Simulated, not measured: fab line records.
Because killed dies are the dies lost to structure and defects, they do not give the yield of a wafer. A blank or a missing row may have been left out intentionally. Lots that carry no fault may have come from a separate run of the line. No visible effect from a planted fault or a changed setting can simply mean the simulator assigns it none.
Comparing a struck lot with a sound one | flow n5 finfet | 26 out of 1938 route steps
Sound: these wafers, L783.1, L783.2, L783.5. Struck: wafer L775.3 (left out: L775.2, L775.6 of the same lot, which were not struck); the cause appears at the end.
Order at every step that has rows: each side's tool, ch and its chambers, its first start. Under that, the readings that differ: sound wafers | struck wafers | difference of the means | sigmas: that difference in standard deviations of wafers without a fault.
alike: readings whose means differ by less than 2 such deviations, and words and numbers that are the same on both sides. not compared: withheld readings, readings that some wafer has no value for, bounds like >300 that may hide the same value, and numbers for which the record gives no deviation and whose values overlap.
The two part at a step that has a row with sigmas, a row that says differs or no value, or rows on one side only. Numbers that don't overlap but have no deviation are shown without sigmas and don't part them. A reading missing from all wafers of one side parts the sides only when that side holds two or more wafers.

first, 9 steps without rows for these wafers: N5_SD_EPI_P_DEVELOP_08 (develop time 30 s); N5_SD_EPI_P_DESCUM_14 (chemistry O2, time 7.9 s); N5_SD_EPI_P_ETCH_36 (etches SiARC in CF4, target depth 45.5 nm, time 75.8 s); N5_SD_EPI_P_ETCH_37 (etches SOC in N2/H2, overetch 108 nm, time 486 s); N5_SD_EPI_P_STRIP_38 (strips in N2/H2); N5_SD_EPI_P_ETCHBACK_46 (etches SiNx in CH3F/O2, stops on SiO2, target depth 17.5 nm); N5_SD_EPI_P_ETCH_47 (etches SiOCN in CH3F/O2, target depth 25 nm); N5_SD_EPI_P_ETCH_16 (etches SiO2 in CHF3/O2, target depth 5 nm); N5_SD_EPI_P_STRIP_50 (strips in CHF3/O2).
N5_SD_EPI_P_SD_RECESS_17: chemistry HBr/Cl2/O2, target depth 39.1 nm, bt time 3 s.
  sound on rie si-04 ch 2,3, day 9 02:29; struck on rie si-05 ch 0, day 6 20:49
  reading                | sound             | struck | difference | sigmas
  throttle valve pct (%) | 36.65 37.11 36.66 | 37.24  | +0.43      | +2
  alike: drypump motor current A, oes product au
  not compared: rf hours counter h
then, 13 steps without rows for these wafers: N5_SD_EPI_P_WET_ETCH_45 (etches SiO2 in dHF, time 10.7 s, target depth 2 nm, rinse time 30 s); N5_SD_EPI_P_STRIP_40 (strips in N2/H2); N5_SD_EPI_P_PRECLEAN_52 (cleans in O3/DIW, time 60 s); N5_SD_EPI_P_SRD_20 (time 30 s); N5_SD_EPI_P_PRECLEAN_51 (cleans in NF3:NH3, afs cycles 1, time 20 s, sublimation time 60 s); N5_SD_EPI_P_VAPOR_ETCH_44 (etches SiGe30 in NF3/Ar, time 3.3 s); N5_SD_EPI_P_EPI_21 (deposits SiGe:B, time 355 s); N5_SD_EPI_P_HM_STRIP_48 (strips SiNx in H3PO4, material SiNx, target depth 3 nm); N5_SD_EPI_P_SRD_49 (time 30 s); N5_SD_EPI_P_PRECLEAN_24 (cleans in O3/DIW, time 45 s); N5_SD_EPI_P_PRECLEAN_32 (cleans in dHF, time 10 s); N5_SD_EPI_P_PRECLEAN_33 (cleans in SC2, time 45 s); N5_SD_EPI_P_SRD_25 (time 30 s).
N5_SD_EPI_P_INSPECT_26: inspects for defects (darkfield).
  sound on defect inspect-01, day 9 05:32; struck on defect inspect-02, day 7 00:41
  reading          | sound       | struck | difference | sigmas
  raw defect count | 176 208 160 | 1640   | +1459      | +36
then, 1 step without rows for these wafers: N5_SD_ACTIVATION_RTA_00 (time 0 s).
-- record jumps: 9 days separate the struck wafers' starts on either side; left off in module SD_ACTIVATION, taken up again in module PASSIVATION, whose first shown step is the route's number 1936 --
N5_PASSIVATION_PROBE_49:
  only the struck wafers here have rows in the record (prober-02, day 16 03:04); the sound ones have none

== WHERE THEY PART ==
Earliest at N5_SD_EPI_P_SD_RECESS_17; latest, in this record, at N5_PASSIVATION_PROBE_49.

WHY: what had been put in by the simulator
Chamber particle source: rie si-05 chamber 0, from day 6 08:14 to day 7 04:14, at N5_SD_EPI_P_SD_RECESS_17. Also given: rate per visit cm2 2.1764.
